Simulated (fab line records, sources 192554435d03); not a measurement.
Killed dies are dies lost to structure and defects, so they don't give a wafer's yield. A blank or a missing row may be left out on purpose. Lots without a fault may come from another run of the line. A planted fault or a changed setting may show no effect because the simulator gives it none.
fab line records | flow n5_finfet
record lots=22 wafers=66 last_day=17
route steps=1938 shown BEOL_M2@865
lots that met no fault: from a run of the same line without faults
start_h: hours from the record's first day to the start of the lot's first wafer shown | wait_h: hours since the lot's step before | " the same as in the row above | L1.1+2: a row that stands for several wafers | - no value, or no start given | * or withheld: withheld | < > ~ a bound
route shown NAME@n: a module of which the file shows steps, and the number in the route of the first | usual: mean/standard deviation of fault-free wafers | same: alike in all rows | chamber/n: place in a boat | sites: the reading at each site | _std_site: their standard deviation | _edge_site: outer sites' mean less inner sites' | radius_mm: how far each site lies from the wafer's centre | mask NAME#n: copy n | behind: the tool/chamber that last shaped the wafer | hold: why the lot was held/for how many hours/how that ended | device: the transistor (n, p or np) that didn't switch | end of line: the same wafers' tests at the end of the route | a step without rows: its recipe alone | killed: dies lost to structure and defects at the first sort, not the wafer's yield | map: a wafer's dies, x killed, . not, _ none there
set.NAME: the setting as run; set.NAME@STEP: as run at that earlier step | model.NAME: the simulator's own value behind a step, which no gauge read
steps of the route over a sample of lots; a table a step, a row a wafer
services: from which hour (start_h, from the record's first day; less than 0 if before it) a tool's chamber was out of use, for how many hours, and why
## steps
# step N5_BEOL_M2_STRIP_19
# recipe chemistry=O2 power_w=400 temp_c=40 pressure_mtorr=30 rf_frequency_hz=6e+07 bias_power_w=0 overash_fraction=0.2 o2_flow_sccm=225
# usual chamber_pressure_mTorr=29.998/0.029 drypump_motor_current_A=5.7/0.57 oes_product_au=0.83/0.088 rf_vpp_V=3.7/0.53 showerhead_plenum_p_Torr=2.13/0.068 throttle_valve_pct=16.60/0.21
# same bias_power_w=0
# columns lot.wafer tool chamber start_h wait_h chamber_pressure_mTorr drypump_motor_current_A oes_product_au rf_hours_counter_h rf_vpp_V showerhead_plenum_p_Torr throttle_valve_pct
L074.4 rie_diel-02 1 136.59 0.1 29.947 4.9 0.84 71 3.6 2.12 16.41
L074.5 " 1 " " 29.970 4.9 0.84 - 3.2 2.12 16.42
L074.6 " 0 " " 29.995 6.2 0.66 - 4.7 1.98 16.88
L075.2 rie_diel-04 1 136.68 0.1 30.054 6.6 0.76 152 3.8 2.17 16.88
L075.3 " 0 " " 29.995 5.8 0.68 248 5.0 2.06 16.88
L075.5 " 2 " " 29.987 5.7 0.81 - 3.6 2.12 16.74
L076.2 rie_diel-03 0 142.18 0.1 29.969 6.0 0.88 56 3.4 2.22 16.53
L076.4 " 3 " " 29.987 4.9 0.74 178 4.5 2.09 16.80
L076.5 " 1 " " 29.975 5.7 0.97 - 3.9 2.15 16.34
L077.1 rie_diel-04 2 153.35 0.1 30.001 5.7 0.79 102 5.1 2.12 16.76
L077.2 " 1 " " 29.989 6.6 0.75 158 3.8 2.17 16.91
L077.6 " 1 " " 30.040 6.6 0.75 - 3.2 2.17 16.92
L078.1 rie_diel-04 1 158.45 0.1 29.938 6.6 0.74 161 4.4 2.17 16.91
L078.3 " 3 " " 30.026 5.4 0.87 45 3.1 2.23 16.42
L078.6 " 3 " " 29.972 5.4 0.87 - 5.1 2.23 16.45
L079.1 rie_diel-02 0 166.70 0.1 30.050 6.2 0.98 3 3.5 2.25 16.38
L079.2 " 1 " " 29.941 4.9 0.82 82 3.5 2.12 16.46
L079.5 " 3 " " 29.975 4.7 0.74 - 3.1 2.08 16.68
L083.3 rie_diel-04 3 188.11 0.1 29.986 5.4 0.85 60 3.0 2.22 16.47
L083.4 " 0 " " 30.002 5.8 0.98 2 3.8 2.05 16.46
L083.5 " 3 " " 29.982 5.4 0.85 - 4.0 2.22 16.46
L082.1 rie_diel-04 0 188.49 0.3 30.037 5.8 0.99 2 3.6 2.05 16.44
L082.4 " 3 " " 29.972 5.4 0.85 60 3.7 2.22 16.47
L082.5 " 0 " " 29.982 5.8 0.99 - 3.0 2.05 16.44
L080.1 rie_diel-02 1 196.06 0.1 29.947 4.9 0.82 92 3.8 2.12 16.46
L080.5 " 2 " " 30.030 5.5 0.92 - 3.3 2.05 16.36
L080.6 " 3 " " 29.983 4.7 0.74 - 3.8 2.07 16.71
L084.1 rie_diel-04 0 196.29 0.2 30.019 5.8 0.96 6 3.6 2.05 16.43
L084.2 " 3 " " 29.994 5.4 0.84 64 2.8 2.22 16.47
L084.6 " 0 " " 29.957 5.8 0.96 - 3.2 2.05 16.44
L085.3 rie_diel-03 2 201.36 0.3 30.019 5.4 0.96 - 3.7 2.06 16.30
L085.4 " 1 " " 30.005 5.7 0.90 - 3.5 2.15 16.36
L085.5 " 1 " " 30.051 5.7 0.89 - 3.7 2.15 16.38
L086.1 rie_diel-04 2 205.88 0.2 30.036 5.7 0.78 117 4.0 2.11 16.81
L086.2 " 3 " " 30.012 5.4 0.84 67 3.3 2.22 16.49
L086.5 " 0 " " 30.028 5.8 0.96 - 4.8 2.05 16.44
L087.1 rie_diel-02 0 210.84 0.1 30.068 6.3 0.93 19 3.9 2.24 16.42
L087.2 " 3 " " 29.996 4.7 0.72 208 4.2 2.07 16.73
L087.3 " 1 " " 30.006 4.9 0.81 97 3.8 2.11 16.51
L088.1 rie_diel-04 1 221.45 0.2 29.951 6.6 0.72 189 3.0 2.16 16.96
L088.2 " 3 " " 30.003 5.4 0.83 73 3.9 2.22 16.49
L088.6 " 0 " " 29.998 5.8 0.93 - 4.3 2.05 16.46
L089.1 rie_diel-04 1 225.16 0.2 30.028 6.6 0.72 191 3.4 2.16 16.96
L089.2 " 3 " " 30.021 5.4 0.84 75 3.7 2.21 16.49
L089.4 " 0 " " 30.034 5.8 0.92 17 3.8 2.05 16.47
L091.1 rie_diel-04 3 230.19 0.2 30.011 5.4 0.83 77 3.1 2.21 16.52
L091.2 " 2 " " 29.980 5.7 0.77 126 3.2 2.11 16.79
L091.3 " 1 " " 29.990 6.6 0.73 192 4.1 2.16 16.96
L090.3 rie_diel-04 2 240.45 0.1 30.004 5.7 0.77 129 4.3 2.11 16.80
L090.5 " 0 " " 30.030 5.8 0.92 - 3.9 2.05 16.48
L090.6 " 1 " " 30.001 6.6 0.72 - 3.7 2.16 16.97
L093.2 rie_diel-02 0 242.44 0.2 30.040 6.2 0.89 30 3.3 2.24 16.45
L093.3 " 1 " " 29.999 4.9 0.80 108 3.7 2.11 16.52
L093.4 " 2 " " 30.021 5.5 0.89 35 4.2 2.04 16.35
L092.2 rie_diel-03 1 242.90 0.1 30.011 5.7 0.88 45 3.8 2.14 16.41
L092.4 " 3 " " 30.007 4.9 0.72 204 2.8 2.08 16.82
L092.6 " 2 " " 29.961 5.4 0.90 - 4.4 2.05 16.32
L094.4 rie_diel-04 0 256.04 0.1 30.037 5.8 0.91 - 2.5 2.05 16.50
L094.5 " 3 " " 29.981 5.4 0.82 - 3.1 2.21 16.51
L094.6 " 1 " " 29.988 6.6 0.72 - 3.9 2.16 16.98
L096.1 rie_diel-03 3 265.17 0.1 29.996 4.9 0.71 212 4.0 2.08 16.86
L096.2 " 2 " " 29.946 5.4 0.89 31 3.5 2.05 16.34
L096.5 " 0 " " 29.978 6.0 0.82 - 3.3 2.20 16.59
L095.1 rie_diel-04 0 265.34 0.1 29.956 5.8 0.90 31 4.5 2.04 16.50
L095.4 " 0 " " 30.007 5.8 0.91 - 4.2 2.04 16.50
L095.5 " 3 " " 30.010 5.4 0.81 - 3.4 2.21 16.52
# step N5_BEOL_M2_DESCUM_33
# recipe chemistry=O2 time_s=7 source_power_w=50 bias_power_w=20 pressure_mtorr=20 rf_frequency_hz=2.712e+07 temp_c=40 resist=CAR-EUV o2_flow_sccm=225
# usual bias_power_w=19.99/0.057 chamber_pressure_mTorr=20.001/0.018 drypump_motor_current_A=5.6/0.55 oes_product_au=0.83/0.089 rf_vpp_V=243.4/1.2 showerhead_plenum_p_Torr=2.11/0.066 throttle_valve_pct=20.33/0.19
# columns lot.wafer tool chamber start_h wait_h bias_power_w chamber_pressure_mTorr drypump_motor_current_A oes_product_au rf_hours_counter_h rf_vpp_V showerhead_plenum_p_Torr throttle_valve_pct
L074.4 rie_diel-02 0 137.27 0.2 20.02 19.994 6.2 0.66 262 240.7 1.97 20.60
L074.5 " 0 " " 20.03 19.986 6.2 0.66 - 241.1 1.97 20.61
L074.6 " 3 " " 20.07 19.980 4.7 0.74 - 243.8 2.08 20.36
L075.2 rie_diel-02 0 137.38 0.2 20.00 19.989 6.2 0.67 262 239.6 1.97 20.59
L075.3 " 2 " " 19.98 20.006 5.5 0.97 4 242.3 2.05 20.10
L075.5 " 1 " " 19.96 19.966 4.9 0.83 - 244.1 2.12 20.18
L076.2 rie_diel-04 0 142.71 0.0 19.89 19.961 5.8 0.68 251 242.4 2.05 20.59
L076.4 " 3 " " 19.98 20.015 5.4 0.89 39 245.8 2.22 20.24
L076.5 " 1 " " 20.02 19.976 6.6 0.76 - 244.1 2.17 20.67
L077.1 rie_diel-02 2 154.36 0.4 19.97 20.024 5.5 0.93 11 243.0 2.05 20.11
L077.2 " 3 " " 19.97 20.018 4.7 0.73 188 242.5 2.08 20.39
L077.6 " 2 " " 19.96 20.008 5.5 0.94 - 242.6 2.05 20.11
L078.1 rie_diel-02 3 158.97 0.0 19.94 20.026 4.7 0.74 190 241.9 2.07 20.39
L078.3 " 0 " " 20.03 20.018 6.2 1.00 1 245.0 2.24 20.18
L078.6 " 0 " " 20.02 19.989 6.2 1.01 - 245.7 2.24 20.19
L079.1 rie_diel-03 0 167.24 0.1 19.91 20.042 6.0 0.86 65 245.6 2.21 20.32
L079.2 " 1 " " 19.86 20.002 5.7 0.94 15 243.5 2.15 20.12
L079.5 " 2 " " 19.94 19.991 5.4 0.67 - 241.4 2.06 20.50
L083.3 rie_diel-03 2 188.74 0.0 19.95 19.982 5.4 0.97 2 241.7 2.06 20.07
L083.4 " 3 " " 20.06 19.947 4.9 0.72 196 242.6 2.08 20.52
L083.5 " 2 " " 19.96 19.969 5.4 0.98 - 242.6 2.06 20.06
L082.1 rie_diel-03 3 189.19 0.1 20.04 19.984 4.9 0.72 196 243.5 2.08 20.53
L082.4 " 0 " " 19.93 20.001 6.0 0.86 74 244.5 2.21 20.33
L082.5 " 2 " " 20.05 19.989 5.4 0.97 - 243.6 2.06 20.06
L080.1 rie_diel-04 0 196.84 0.3 19.96 19.963 5.8 0.96 6 242.8 2.05 20.23
L080.5 " 0 " " 19.99 20.017 5.8 0.97 - 242.8 2.05 20.25
L080.6 " 1 " " 19.95 20.002 6.6 0.74 - 244.4 2.16 20.70
L084.1 rie_diel-03 1 196.85 0.1 19.98 19.993 5.7 0.90 27 243.2 2.14 20.15
L084.2 " 0 " " 20.04 20.014 6.0 0.85 76 245.5 2.21 20.33
L084.6 " 3 " " 20.09 19.995 4.9 0.72 - 242.9 2.08 20.54
L085.3 rie_diel-04 0 201.87 0.0 20.09 19.994 5.8 0.96 7 241.8 2.05 20.24
L085.4 " 2 " " 20.05 19.985 5.7 0.78 116 243.7 2.11 20.55
L085.5 " 3 " " 20.03 19.979 5.4 0.85 - 244.3 2.21 20.27
L086.1 rie_diel-04 0 206.87 0.4 20.06 20.028 5.8 0.95 9 242.5 2.05 20.25
L086.2 " 1 " " 20.01 20.030 6.6 0.74 184 244.1 2.16 20.70
L086.5 " 1 " " 19.95 19.995 6.6 0.73 - 244.3 2.16 20.72
L087.1 rie_diel-03 0 211.35 0.0 20.04 20.001 6.0 0.84 80 245.0 2.21 20.32
L087.2 " 2 " " 19.97 20.006 5.4 0.93 11 242.2 2.05 20.08
L087.3 " 1 " " 19.91 20.001 5.7 0.90 33 243.8 2.14 20.18
L088.1 rie_diel-04 3 222.74 0.7 19.97 20.003 5.4 0.84 74 244.6 2.21 20.26
L088.2 " 0 " " 19.90 20.020 5.8 0.94 16 243.1 2.04 20.25
L088.6 " 1 " " 19.99 19.994 6.6 0.72 - 245.6 2.16 20.73
L089.1 rie_diel-03 0 225.94 0.2 20.05 19.987 6.0 0.83 87 245.3 2.20 20.35
L089.2 " 2 " " 20.04 20.027 5.4 0.92 18 242.8 2.05 20.10
L089.4 " 1 " " 19.92 19.996 5.7 0.88 - 244.2 2.14 20.17
L091.1 rie_diel-03 0 230.73 0.1 20.11 19.998 6.0 0.83 88 245.2 2.20 20.36
L091.2 " 1 " " 20.04 20.020 5.7 0.88 41 244.6 2.14 20.18
L091.3 " 3 " " 19.84 20.026 4.9 0.72 200 243.7 2.08 20.53
L090.3 rie_diel-04 1 241.09 0.0 19.94 20.032 6.7 0.72 196 243.4 2.15 20.72
L090.5 " 0 " " 20.01 19.994 5.8 0.91 - 242.6 2.04 20.26
L090.6 " 1 " " 20.02 20.032 6.7 0.73 - 244.5 2.15 20.74
L093.2 rie_diel-03 2 242.96 0.0 19.92 19.980 5.4 0.90 23 241.2 2.05 20.11
L093.3 " 3 " " 20.01 19.996 4.9 0.71 204 242.9 2.08 20.55
L093.4 " 1 " " 20.10 19.998 5.7 0.86 45 245.2 2.14 20.17
L092.2 rie_diel-02 3 243.54 0.0 19.96 20.003 4.7 0.73 219 243.3 2.06 20.43
L092.4 " 2 " " 20.04 19.998 5.5 0.89 35 243.5 2.04 20.15
L092.6 " 3 " " 20.01 19.978 4.7 0.72 - 243.1 2.06 20.44
L094.4 rie_diel-03 0 256.56 0.1 20.00 19.996 6.0 0.83 97 244.0 2.20 20.37
L094.5 " 0 " " 19.98 20.027 6.0 0.83 - 245.5 2.20 20.37
L094.6 " 3 " " 20.04 19.988 4.9 0.72 - 243.9 2.07 20.56
L096.1 rie_diel-02 1 265.68 0.0 19.98 19.991 4.9 0.80 117 242.3 2.10 20.26
L096.2 " 0 " " 20.02 20.006 6.2 0.89 38 245.4 2.23 20.24
L096.5 " 2 " " 19.88 20.011 5.5 0.88 - 243.6 2.04 20.17
L095.1 rie_diel-02 1 265.94 0.1 20.04 19.992 4.9 0.79 117 243.1 2.10 20.26
L095.4 " 0 " " 20.06 20.016 6.2 0.88 38 244.5 2.23 20.24
L095.5 " 3 " " 19.98 20.025 4.7 0.71 - 242.0 2.06 20.45
# step N5_BEOL_M2_ETCH_77
# recipe chemistry=N2/H2 target=underlayer target_depth_a=65 mask_material=CAR-EUV time_s=5.2 ion_energy_ev=200 pressure_mtorr=30 source_w=840 bias_w=150 n2_flow_sccm=200 h2_flow_sccm=200 ends=cleared
# usual chamber_pressure_mTorr=30.0/0.53 drypump_motor_current_A=5.6/0.54 etch_rf_on_time_s=5.17/0.074 oes_product_au=0.71/0.076 rf_vpp_V=524.6/2.6 showerhead_plenum_p_Torr=2.57/0.079 throttle_valve_pct=17.77/0.23
# columns lot.wafer tool chamber start_h wait_h chamber_pressure_mTorr drypump_motor_current_A etch_rf_on_time_s oes_product_au rf_hours_counter_h rf_vpp_V showerhead_plenum_p_Torr throttle_valve_pct
L074.4 rie_diel-02 0 137.31 0.0 30.0 6.2 5.29 0.56 262 519.4 2.39 18.01
L074.5 " 0 " " 30.1 6.3 5.31 0.56 - 517.6 2.39 18.02
L074.6 " 3 " " 30.0 4.7 5.24 0.64 - 524.0 2.53 17.85
L075.2 rie_diel-02 0 137.42 0.0 29.9 6.2 5.23 0.56 262 520.4 2.39 18.03
L075.3 " 2 " " 30.0 5.5 5.22 0.82 4 526.5 2.50 17.60
L075.5 " 1 " " 29.9 4.9 5.18 0.72 - 525.6 2.58 17.63
L076.2 rie_diel-04 0 142.74 0.0 30.0 5.8 5.28 0.58 251 523.3 2.50 18.11
L076.4 " 3 " " 29.9 5.4 5.09 0.77 39 528.3 2.70 17.51
L076.5 " 1 " " 30.0 6.6 5.19 0.65 - 527.5 2.65 18.20
L077.1 rie_diel-02 2 154.39 0.0 30.0 5.5 5.29 0.79 11 524.8 2.49 17.62
L077.2 " 3 " " 30.0 4.7 5.31 0.63 188 523.0 2.53 17.85
L077.6 " 2 " " 30.0 5.5 5.28 0.78 - 524.1 2.49 17.62
L078.1 rie_diel-02 3 159.00 0.0 30.0 4.7 5.26 0.62 190 524.6 2.53 17.87
L078.3 " 0 " " 30.0 6.3 5.23 0.83 1 527.3 2.71 17.56
L078.6 " 0 " " 30.0 6.2 5.18 0.84 - 531.5 2.71 17.57
L079.1 rie_diel-03 0 167.27 0.0 30.1 6.0 5.17 0.74 65 529.5 2.69 17.83
L079.2 " 1 " " 30.0 5.7 5.19 0.80 15 526.1 2.60 17.48
L079.5 " 2 " " 30.0 5.4 5.23 0.58 - 522.5 2.50 17.93
L083.3 rie_diel-03 2 188.78 0.0 29.9 5.4 5.09 0.84 2 523.8 2.50 17.50
L083.4 " 3 " " 30.0 4.9 5.17 0.62 196 523.5 2.52 17.94
L083.5 " 2 " " 29.9 5.4 5.04 0.84 - 521.1 2.50 17.50
L082.1 rie_diel-03 3 189.22 0.0 30.0 4.9 5.01 0.63 196 523.6 2.52 17.95
L082.4 " 0 " " 30.0 6.0 5.06 0.73 74 527.1 2.68 17.86
L082.5 " 2 " " 30.0 5.4 5.04 0.85 - 524.2 2.50 17.46
L080.1 rie_diel-04 0 196.88 0.0 30.0 5.8 5.15 0.82 6 524.5 2.49 17.73
L080.5 " 0 " " 30.0 5.8 5.10 0.83 - 521.0 2.49 17.69
L080.6 " 1 " " 30.0 6.6 5.21 0.63 - 525.7 2.64 18.22
L084.1 rie_diel-03 1 196.89 0.0 30.0 5.7 5.14 0.78 27 522.7 2.60 17.47
L084.2 " 0 " " 30.0 6.0 5.13 0.73 76 527.7 2.68 17.82
L084.6 " 3 " " 30.0 4.9 5.12 0.63 - 520.9 2.52 17.95
L085.3 rie_diel-04 0 201.90 0.0 30.0 5.8 5.15 0.81 7 522.8 2.49 17.69
L085.4 " 2 " " 30.0 5.7 5.23 0.68 116 523.3 2.56 17.92
L085.5 " 3 " " 30.0 5.4 5.13 0.72 - 527.9 2.69 17.58
L086.1 rie_diel-04 0 206.90 0.0 30.0 5.8 5.11 0.82 9 521.9 2.49 17.70
L086.2 " 1 " " 30.0 6.6 5.18 0.63 184 527.0 2.63 18.26
L086.5 " 1 " " 30.0 6.6 5.24 0.62 - 527.3 2.63 18.23
L087.1 rie_diel-03 0 211.38 0.0 30.1 6.0 5.21 0.72 80 526.1 2.68 17.84
L087.2 " 2 " " 30.0 5.4 5.05 0.81 11 523.5 2.49 17.50
L087.3 " 1 " " 30.0 5.7 5.15 0.76 33 522.9 2.59 17.49
L088.1 rie_diel-04 3 222.77 0.0 30.0 5.4 5.11 0.71 74 528.4 2.69 17.59
L088.2 " 0 " " 29.9 5.8 5.21 0.79 16 523.6 2.49 17.69
L088.6 " 1 " " 30.0 6.6 5.20 0.62 - 525.9 2.63 18.27
L089.1 rie_diel-03 0 225.98 0.0 30.0 6.0 5.13 0.72 87 529.1 2.68 17.87
L089.2 " 2 " " 30.0 5.4 5.04 0.79 18 522.2 2.49 17.49
L089.4 " 1 " " 30.0 5.7 5.20 0.76 - 524.3 2.59 17.55
L091.1 rie_diel-03 0 230.77 0.0 30.0 6.0 5.12 0.71 88 528.6 2.68 17.87
L091.2 " 1 " " 30.0 5.7 5.12 0.75 41 526.8 2.59 17.51
L091.3 " 3 " " 30.0 4.9 5.05 0.62 200 526.6 2.52 17.98
L090.3 rie_diel-04 1 241.13 0.0 30.0 6.6 5.23 0.61 196 528.6 2.63 18.30
L090.5 " 0 " " 30.0 5.9 5.15 0.78 - 522.1 2.49 17.72
L090.6 " 1 " " 30.0 6.6 5.28 0.62 - 526.4 2.63 18.27
L093.2 rie_diel-03 2 242.99 0.0 30.0 5.4 5.05 0.79 23 521.9 2.49 17.53
L093.3 " 3 " " 30.0 4.9 5.12 0.62 204 523.3 2.52 17.98
L093.4 " 1 " " 29.9 5.7 5.17 0.74 45 525.2 2.59 17.56
L092.2 rie_diel-02 3 243.57 0.0 29.9 4.8 5.24 0.61 219 522.6 2.51 17.91
L092.4 " 2 " " 30.0 5.5 5.24 0.74 36 521.9 2.48 17.65
L092.6 " 3 " " 30.0 4.7 5.25 0.61 - 523.9 2.51 17.90
L094.4 rie_diel-03 0 256.59 0.0 30.1 5.9 5.10 0.71 97 529.5 2.68 17.88
L094.5 " 0 " " 30.0 6.0 5.16 0.72 - 529.5 2.67 17.91
L094.6 " 3 " " 30.0 4.9 5.08 0.62 - 521.0 2.52 17.94
L096.1 rie_diel-02 1 265.72 0.0 30.0 4.9 5.24 0.66 117 523.5 2.56 17.71
L096.2 " 0 " " 30.0 6.3 5.24 0.75 38 529.1 2.70 17.63
L096.5 " 2 " " 30.0 5.5 5.31 0.74 - 525.0 2.48 17.67
L095.1 rie_diel-02 1 265.98 0.0 30.0 4.9 5.21 0.65 117 524.6 2.56 17.72
L095.4 " 0 " " 30.1 6.2 5.16 0.77 38 529.5 2.70 17.61
L095.5 " 3 " " 30.0 4.7 5.20 0.61 - 525.1 2.51 17.93
# step N5_BEOL_M2_SURFACE_TREAT_85
# recipe gas=Ar time_s=* ion_energy_ev=* ion_current_ma_cm2=0.5 pressure_mtorr=* ar_flow_sccm=30
# usual throttle_valve_pct=*
# columns lot.wafer tool chamber start_h wait_h throttle_valve_pct
L074.4 pvd_sputter-01 - 145.48 0.4 *
L074.5 " - " " *
L074.6 " - " " *
L075.2 pvd_sputter-02 - 148.06 0.1 *
L075.3 " - " " *
L075.5 " - " " *
L076.2 pvd_sputter-03 - 151.50 0.2 *
L076.4 " - " " *
L076.5 " - " " *
L077.1 pvd_sputter-02 - 158.42 0.3 *
L077.2 " - " " *
L077.6 " - " " *
L078.1 pvd_sputter-02 - 163.48 0.2 *
L078.3 " - " " *
L078.6 " - " " *
L079.1 pvd_sputter-02 - 169.79 0.1 *
L079.2 " - " " *
L079.5 " - " " *
L083.3 pvd_sputter-02 - 193.14 0.3 *
L083.4 " - " " *
L083.5 " - " " *
L082.1 pvd_sputter-01 - 194.65 0.1 *
L082.4 " - " " *
L082.5 " - " " *
L080.1 pvd_sputter-03 - 198.09 0.2 *
L080.5 " - " " *
L080.6 " - " " *
L084.1 pvd_sputter-02 - 204.50 0.2 *
L084.2 " - " " *
L084.6 " - " " *
L085.3 pvd_sputter-03 - 207.58 0.1 *
L085.4 " - " " *
L085.5 " - " " *
L086.1 pvd_sputter-01 - 210.42 0.1 *
L086.2 " - " " *
L086.5 " - " " *
L087.1 pvd_sputter-03 - 213.26 0.1 *
L087.2 " - " " *
L087.3 " - " " *
L088.1 pvd_sputter-01 - 226.49 0.3 *
L088.2 " - " " *
L088.6 " - " " *
L089.1 pvd_sputter-01 - 235.59 1.1 *
L089.2 " - " " *
L089.4 " - " " *
L091.1 pvd_sputter-03 - 240.89 0.2 *
L091.2 " - " " *
L091.3 " - " " *
L090.3 pvd_sputter-02 - 242.93 0.2 *
L090.5 " - " " *
L090.6 " - " " *
L093.2 pvd_sputter-02 - 246.90 0.2 *
L093.3 " - " " *
L093.4 " - " " *
L092.2 pvd_sputter-02 - 250.93 0.4 *
L092.4 " - " " *
L092.6 " - " " *
L094.4 pvd_sputter-02 - 261.75 0.2 *
L094.5 " - " " *
L094.6 " - " " *
L096.1 pvd_sputter-03 - 267.27 0.2 *
L096.2 " - " " *
L096.5 " - " " *
L095.1 pvd_sputter-01 - 268.05 0.3 *
L095.4 " - " " *
L095.5 " - " " *
# step N5_BEOL_M2_SPUTTER_79
# recipe material=Cu target_thk_a=45 temp_c=-20 chamber_pressure_pa=0.07 power_w=withheld time_s=8.29
# usual throttle_valve_pct=30.2/0.91
# columns lot.wafer tool chamber start_h wait_h throttle_valve_pct
L074.4 pvd_sputter-01 - 146.00 0.1 30.6
L074.5 " - " " 30.8
L074.6 " - " " 28.9
L075.2 pvd_sputter-01 - 148.58 0.1 30.6
L075.3 " - " " 30.5
L075.5 " - " " 29.5
L076.2 pvd_sputter-01 - 151.94 0.1 30.6
L076.4 " - " " 28.6
L076.5 " - " " 29.7
L077.1 pvd_sputter-01 - 158.86 0.1 30.4
L077.2 " - " " 28.7
L077.6 " - " " 30.8
L078.1 pvd_sputter-03 - 164.01 0.1 29.7
L078.3 " - " " 31.7
L078.6 " - " " 28.9
L079.1 pvd_sputter-01 - 170.30 0.1 29.6
L079.2 " - " " 28.9
L079.5 " - " " 30.4
L083.3 pvd_sputter-02 - 193.58 0.1 29.7
L083.4 " - " " 30.9
L083.5 " - " " 30.8
L082.1 pvd_sputter-03 - 195.09 0.1 30.0
L082.4 " - " " 30.8
L082.5 " - " " 31.7
L080.1 pvd_sputter-02 - 198.54 0.1 30.0
L080.5 " - " " 30.7
L080.6 " - " " 31.7
L084.1 pvd_sputter-01 - 204.97 0.1 30.9
L084.2 " - " " 30.6
L084.6 " - " " 29.7
L085.3 pvd_sputter-01 - 208.08 0.1 30.9
L085.4 " - " " 29.4
L085.5 " - " " 28.9
L086.1 pvd_sputter-03 - 210.86 0.1 30.0
L086.2 " - " " 31.8
L086.5 " - " " 30.8
L087.1 pvd_sputter-01 - 213.71 0.1 29.8
L087.2 " - " " 30.7
L087.3 " - " " 30.8
L088.1 pvd_sputter-01 - 227.07 0.1 29.8
L088.2 " - " " 28.7
L088.6 " - " " 29.6
L089.1 pvd_sputter-01 - 236.03 0.1 29.4
L089.2 " - " " 28.8
L089.4 " - " " 30.7
L091.1 pvd_sputter-01 - 241.39 0.1 30.7
L091.2 " - " " 28.8
L091.3 " - " " 30.9
L090.3 pvd_sputter-01 - 243.37 0.1 30.6
L090.5 " - " " 28.8
L090.6 " - " " 30.4
L093.2 pvd_sputter-02 - 247.62 0.1 29.9
L093.3 " - " " 30.7
L093.4 " - " " 29.6
L092.2 pvd_sputter-02 - 253.31 0.1 31.5
L092.4 " - " " 30.6
L092.6 " - " " 31.7
L094.4 pvd_sputter-03 - 262.44 0.1 29.4
L094.5 " - " " 31.7
L094.6 " - " " 30.9
L096.1 pvd_sputter-02 - 267.73 0.1 30.6
L096.2 " - " " 31.6
L096.5 " - " " 30.0
L095.1 pvd_sputter-02 - 269.65 0.1 30.7
L095.4 " - " " 31.5
L095.5 " - " " 29.8
# step N5_BEOL_M2_ANNEAL_80
# recipe temp_c=400 time_s=240 ambient=vacuum
# usual heater_power_w=831/55 susceptor_temp_C_max=401.3/0.39
# columns lot.wafer tool chamber start_h wait_h heater_power_w susceptor_temp_C_max
L074.4 pvd_sputter-01 - 146.08 0.0 864 401.2
L074.5 " - " " 844 401.6
L074.6 " - " " 834 401.7
L075.2 pvd_sputter-01 - 148.66 0.0 889 401.2
L075.3 " - " " 830 401.1
L075.5 " - " " 828 401.1
L076.2 pvd_sputter-01 - 152.02 0.0 914 401.9
L076.4 " - " " 834 401.1
L076.5 " - " " 819 400.7
L077.1 pvd_sputter-01 - 158.94 0.0 833 401.5
L077.2 " - " " 855 401.6
L077.6 " - " " 854 401.6
L078.1 pvd_sputter-03 - 164.09 0.0 769 400.9
L078.3 " - " " 765 401.1
L078.6 " - " " 758 401.7
L079.1 pvd_sputter-01 - 170.38 0.0 828 401.9
L079.2 " - " " 840 401.6
L079.5 " - " " 843 401.1
L083.3 pvd_sputter-02 - 193.66 0.0 683 401.0
L083.4 " - " " 869 400.8
L083.5 " - " " 869 401.4
L082.1 pvd_sputter-03 - 195.17 0.0 765 402.0
L082.4 " - " " 805 401.1
L082.5 " - " " 773 400.6
L080.1 pvd_sputter-02 - 198.62 0.0 699 401.3
L080.5 " - " " 850 401.0
L080.6 " - " " 848 401.5
L084.1 pvd_sputter-01 - 205.06 0.0 823 401.3
L084.2 " - " " 891 401.6
L084.6 " - " " 859 401.4
L085.3 pvd_sputter-01 - 208.16 0.0 836 401.0
L085.4 " - " " 828 401.0
L085.5 " - " " 858 402.0
L086.1 pvd_sputter-03 - 210.94 0.0 760 401.3
L086.2 " - " " 795 400.8
L086.5 " - " " 842 401.3
L087.1 pvd_sputter-01 - 213.79 0.0 847 401.7
L087.2 " - " " 911 402.6
L087.3 " - " " 844 401.1
L088.1 pvd_sputter-01 - 227.15 0.0 852 400.8
L088.2 " - " " 845 401.1
L088.6 " - " " 837 401.3
L089.1 pvd_sputter-01 - 236.11 0.0 825 401.2
L089.2 " - " " 838 401.3
L089.4 " - " " 859 401.0
L091.1 pvd_sputter-01 - 241.47 0.0 901 401.7
L091.2 " - " " 866 401.7
L091.3 " - " " 839 401.2
L090.3 pvd_sputter-01 - 243.45 0.0 870 401.7
L090.5 " - " " 860 401.8
L090.6 " - " " 879 401.8
L093.2 pvd_sputter-02 - 247.70 0.0 682 401.4
L093.3 " - " " 872 401.2
L093.4 " - " " 848 400.6
L092.2 pvd_sputter-02 - 253.39 0.0 848 400.4
L092.4 " - " " 876 401.6
L092.6 " - " " 868 401.1
L094.4 pvd_sputter-03 - 262.52 0.0 770 401.1
L094.5 " - " " 756 400.8
L094.6 " - " " 810 400.7
L096.1 pvd_sputter-02 - 267.81 0.0 849 401.0
L096.2 " - " " 901 401.0
L096.5 " - " " 682 401.6
L095.1 pvd_sputter-02 - 269.73 0.0 863 401.1
L095.4 " - " " 854 400.7
L095.5 " - " " 689 401.3
## services
# columns tool chamber start_h hours kind
rie_diel-03 3 130.40 1.7 repair
pvd_sputter-03 - 140.90 4.9 repair
rie_diel-02 0 141.15 - clean
rie_diel-02 0 141.15 - consumable_replace:focus_ring
rie_diel-02 0 141.15 - consumable_replace:showerhead
rie_diel-02 0 141.15 15.4 scheduled_down
rie_diel-02 0 141.15 15.4 vent_cycle
rie_diel-04 0 148.40 7.8 repair
rie_diel-04 2 154.57 4.1 repair
rie_diel-04 0 158.70 - clean
rie_diel-04 0 158.70 - consumable_replace:focus_ring
rie_diel-04 0 158.70 22.6 scheduled_down
rie_diel-04 0 158.70 22.6 vent_cycle
rie_diel-04 2 159.80 4.9 repair
rie_diel-03 2 170.55 - clean
rie_diel-03 2 170.55 - consumable_replace:focus_ring
rie_diel-03 2 170.55 12.6 scheduled_down
rie_diel-03 2 170.55 12.6 vent_cycle
rie_diel-04 2 190.24 6.7 repair
rie_diel-03 3 197.34 29.9 repair
rie_diel-03 2 197.76 2.9 repair
rie_diel-03 0 199.70 6.3 repair
rie_diel-02 - 215.16 4.3 pm
rie_diel-02 2 225.53 14.6 repair
## key
fault none
